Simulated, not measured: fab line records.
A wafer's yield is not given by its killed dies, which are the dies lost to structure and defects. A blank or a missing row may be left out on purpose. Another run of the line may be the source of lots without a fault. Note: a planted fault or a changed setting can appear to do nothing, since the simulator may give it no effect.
Lot-split experiment + flow n5-finfet + on a route of 1938 steps: 7 lots, 21 wafers read

## THE SPLIT ITSELF
At N5_GATE_CUT_EXPOSE_10 (exposes mask GATE CUT, target cd 20 nm), the setting dose-mj was moved away from the recipe's 43.25 on 8 of the 21 wafers read, by -3.5% to +6.5%. For the rest of the wafers, this setting stayed at what the recipe calls for.

## FROM THE SPLIT TO THE READING: what the file shows between them, 2 steps
- N5_GATE_CUT_PEB_11: peb time 60 s
- N5_GATE_CUT_DEVELOP_12: develop time 30 s

## THE READING
cd-nm, in nm, at N5_GATE_CUT_CD_MEAS_13 (target cd 20 nm). A value of 19.92 nm with a standard deviation of 0.27 nm is what fault-free wafers of this fab line usually give.

| wafer  | tool, chamber at the split | dose-mj as run | against the recipe | cd-nm, nm | against lot-mates on the recipe |
|--------|----------------------------|----------------|--------------------|-----------|---------------------------------|
| L074.2 | euv-scanner-02, 0          | 46.04          | +6.5%              | 21.36     | +1.44                           |
| L074.3 | euv-scanner-02, 0          | 43.25          | recipe             | 19.92     | -                               |
| L074.4 | euv-scanner-02, 0          | 46.04          | +6.5%              | 21.25     | +1.33                           |
| L085.2 | euv-scanner-02, 0          | 45.3           | +4.7%              | 21.01     | no lot-mate on the recipe       |
| L085.3 | euv-scanner-02, 0          | 45.3           | +4.7%              | 20.94     | no lot-mate on the recipe       |
| L085.4 | euv-scanner-02, 0          | 45.3           | +4.7%              | 21.16     | no lot-mate on the recipe       |
| L086.1 | euv-scanner-01, 0          | 43.25          | recipe             | 20.15     | -                               |
| L086.4 | euv-scanner-01, 0          | 43.25          | recipe             | 20.03     | -                               |
| L086.6 | euv-scanner-01, 0          | 43.25          | recipe             | 20.18     | -                               |
| L088.3 | euv-scanner-01, 0          | 41.73          | -3.5%              | 19.16     | -0.44                           |
| L088.4 | euv-scanner-01, 0          | 43.25          | recipe             | 19.67     | -                               |
| L088.5 | euv-scanner-01, 0          | 43.25          | recipe             | 19.53     | -                               |
| L091.1 | euv-scanner-01, 0          | 43.25          | recipe             | 19.98     | -                               |
| L091.4 | euv-scanner-01, 0          | 43.25          | recipe             | 20.14     | -                               |
| L091.5 | euv-scanner-01, 0          | 43.25          | recipe             | 20.13     | -                               |
| L092.3 | euv-scanner-02, 0          | 43.25          | recipe             | 19.75     | -                               |
| L092.5 | euv-scanner-02, 0          | 43.25          | recipe             | 20.05     | -                               |
| L092.6 | euv-scanner-02, 0          | 43.25          | recipe             | 19.81     | -                               |
| L095.2 | euv-scanner-01, 0          | 43.25          | recipe             | 19.90     | -                               |
| L095.3 | euv-scanner-01, 0          | 45.59          | +5.4%              | 21.20     | +1.30                           |
| L095.5 | euv-scanner-01, 0          | 45.59          | +5.4%              | 21.19     | +1.29                           |

FIT RESULTS
A straight line over all 21 wafers: cd-nm changes by +0.223 nm for each +1% of dose-mj; r = +0.97; the points scatter about the line by 0.17 nm.
The same after taking each lot's own level away (the mean of its wafers on the recipe; 18 wafers): +0.212 nm for each +1%; r = +0.98; scatter 0.11 nm.
The reading moves by 1.4 nm for the largest change in dose-mj, on that fit.
From 19.600 to 20.120 nm: that is the span of the lots' own levels, equal to 1.9 times the standard deviation above.
Consequently the slope shifts little with the lot-to-lot level, the two slopes agreeing.
Check: +1.39 nm against its lot-mates is what the line predicts for one of the wafers moved furthest among these (+6.5%) when that wafer is left out of the fit. Against them it came out at +1.44 nm.

## ADDITIONAL SPLITS CARRIED BY THESE WAFERS
These wafers also went through other splits before the reading. Each is held against what the fit with the lots' levels taken away leaves over:
| other split on the same wafers       | wafers away from the commonest value | r with cd-nm (lot level and that fit taken away) |
|--------------------------------------|--------------------------------------|--------------------------------------------------|
| N5_SD_EPI_N_EPI_21 epi-growth-time-s | 3                                    | +0.28                                            |
| N5_SDB_COAT_03 spin-rpm              | 7                                    | +0.08                                            |
| N5_SDB_EXPOSE_08 dose-mj             | 10                                   | -0.29                                            |
| N5_HKMG_FIN_COAT_43 spin-rpm         | 10                                   | +0.33                                            |
| N5_GATE_CUT_COAT_27 spin-rpm         | 7                                    | -0.42                                            |

## THE WHOLE CHAIN: every reading that the file lists as answering this split, in the file's order
| step                   | what it does           | reading                                                         | change (the file's fit)               | r (the file's) |
|------------------------|------------------------|-----------------------------------------------------------------|---------------------------------------|----------------|
| N5_GATE_CUT_CD_MEAS_13 | target cd 20 nm        | cd-nm                                                           | +0.211 nm for each +1% of the setting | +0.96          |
| N5_GATE_CUT_DESCUM_18  | chemistry O2, time 7 s | GATE_CUT.cd-nm (the simulator's own value, which no gauge read) | +0.204 nm for each +1% of the setting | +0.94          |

## THE FILE'S OWN FIT
cd-nm changes by +0.211 nm for each +1% of dose-mj, r = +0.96.
